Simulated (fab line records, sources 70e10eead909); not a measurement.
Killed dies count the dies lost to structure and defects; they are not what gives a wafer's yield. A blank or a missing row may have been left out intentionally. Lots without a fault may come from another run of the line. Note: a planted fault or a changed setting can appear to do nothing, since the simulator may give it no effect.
Struck lot and sound lot, side by side | flow nandHarc | 19 out of 1302 route steps
Sound: wafers L157.1, L157.3, L157.5. Wafers struck: L165.1, L165.2, L165.6. At the end, the cause is stated.
At each step with rows: each side's tool, then ch and its chambers, then its first start. Under that, the readings that differ: sound wafers | struck wafers | difference of the means | sigmas: that difference in standard deviations of wafers without a fault.
alike: readings whose means differ by less than 2 such deviations, and words and numbers that are the same on both sides. not compared: withheld readings, readings that some wafer has no value for, bounds like >300 that may hide the same value, and numbers for which the record gives no deviation and whose values overlap.
Wherever a step has rows on one side only, a row that says differs or no value, or a row with sigmas, the two part there. Numbers that don't overlap but have no deviation are shown without sigmas and don't part them. Lack of a reading on every wafer of one side parts them only where that side has two or more wafers.

NHARC_P_ZERO_WELL_CD_MEAS_11 targets a cd of 500 nm.
  sound on cdSem-03 ch 0, day 2 17:14; struck on cdSem-02 ch 0, day 6 01:14
  alike: cdNm
then, 1 step without rows for these wafers: NHARC_P_ZERO_WELL_HARDBAKE_12 (time 65 s).
NHARC_P_ZERO_WELL_DESCUM_13: chemistry O2, time 3 s.
  sound on rieDiel-13 ch 0,2, day 2 17:23; struck on rieDiel-03 ch 0,1,3, day 6 01:41
reading             | sound             | struck            | difference | sigmas
oesProductAu (a.u.) | 0.977 0.993 0.974 | 0.997 1.016 1.015 | +0.028     | +3
  alike: drypumpMotorCurrentA, rfVppV, showerheadPlenumPTorr, throttleValvePct
  not compared: rfHoursCounterH
NHARC_P_ZERO_WELL_ETCH_65: etches the open film in N2/H2, target depth 80 nm, overetch 24 nm, time 87.88 s.
  sound on rieDiel-13 ch 1,3, day 2 17:29; struck on rieDiel-03 ch 0,1, day 6 01:49
reading             | sound             | struck            | difference | sigmas
oesProductAu (a.u.) | 0.984 0.977 0.981 | 1.011 1.020 1.015 | +0.035     | +4
  alike: drypumpMotorCurrentA, rfVppV, showerheadPlenumPTorr, throttleValvePct
  not compared: rfHoursCounterH
NHARC_P_ZERO_WELL_ETCH_62: etches the open film in CHF3/Ar, target depth 13 nm, time 6.5 s.
  sound on rieDiel-13 ch 0,2,3; struck on rieDiel-03 ch 0,2,3
  alike: drypumpMotorCurrentA, oesProductAu, rfVppV, showerheadPlenumPTorr, throttleValvePct
  not compared: rfHoursCounterH
NHARC_P_ZERO_WELL_ETCH_63: etches the open film in HBr/Cl2, target depth 120 nm, time 40.1 s.
  sound on rieSi-01 ch 0,3, day 2 17:39; struck on rieSi-04 ch 0,1,3, day 6 02:00
  alike: drypumpMotorCurrentA, oesProductAu, throttleValvePct
  not compared: rfHoursCounterH
then, 6 steps without rows for these wafers: NHARC_P_ZERO_WELL_STRIP_15 (strips in SPM, time 900 s); NHARC_P_ZERO_WELL_DEHYDRATE_16 (time 120 s); NHARC_P_ZERO_WELL_HMDS_17 (time 30 s); NHARC_P_ZERO_WELL_COAT_18; NHARC_P_ZERO_WELL_SOFTBAKE_19 (time 95 s); NHARC_P_ZERO_WELL_EBR_20.
NHARC_P_ZERO_WELL_EXPOSE_21: exposes mask P NWELL, target cd 720 nm.
  sound on krfScanner-01 ch 0, day 2 18:26; struck on krfScanner-01 ch 0, day 6 02:45
reading | sound                         | struck                                 | difference | sigmas
mask    | P_NWELL#0 P_NWELL#0 P_NWELL#0 | P_NWELL_R1#0 P_NWELL_R1#0 P_NWELL_R1#0 | differs    | 
  alike: reticleTempC
then, 2 steps without rows for these wafers: NHARC_P_ZERO_WELL_PEB_22 (peb time 85 s); NHARC_P_ZERO_WELL_DEVELOP_23 (time 70 s).
NHARC_P_ZERO_WELL_CD_MEAS_24 targets a cd of 720 nm.
  sound on cdSem-03 ch 0, day 2 18:35; struck on cdSem-03 ch 0
reading   | sound             | struck            | difference | sigmas
cdNm (nm) | 721.2 722.9 719.7 | 707.4 703.5 707.2 | -15.2      | -8
  not compared: hold
NHARC_P_ZERO_WELL_DESCUM_26: chemistry O2, time 3 s.
  sound on rieDiel-03 ch 1,2,3, day 2 18:44; struck on rieDiel-03 ch 0,1,3, day 6 05:02
reading                     | sound           | struck            | difference | sigmas
model.P_ZERO_WELL.cdNm (nm) | 720.5 722.8 720 | 707.7 704.2 707.3 | -14.7      | 
  alike: drypumpMotorCurrentA, oesProductAu, rfVppV, showerheadPlenumPTorr, throttleValvePct
  not compared: rfHoursCounterH
next, for these wafers, 1 step has no rows: NHARC_P_ZERO_WELL_IMPLANT_27.
NHARC_END_SORT_01:
  the record has rows for the sound wafers here (prober-02 ch 0, day 25 04:42) and none for the struck ones

## WHERE THEY PART
Earliest at NHARC_P_ZERO_WELL_DESCUM_13; latest, in this record, at NHARC_END_SORT_01.

WHY: what had been put in by the simulator
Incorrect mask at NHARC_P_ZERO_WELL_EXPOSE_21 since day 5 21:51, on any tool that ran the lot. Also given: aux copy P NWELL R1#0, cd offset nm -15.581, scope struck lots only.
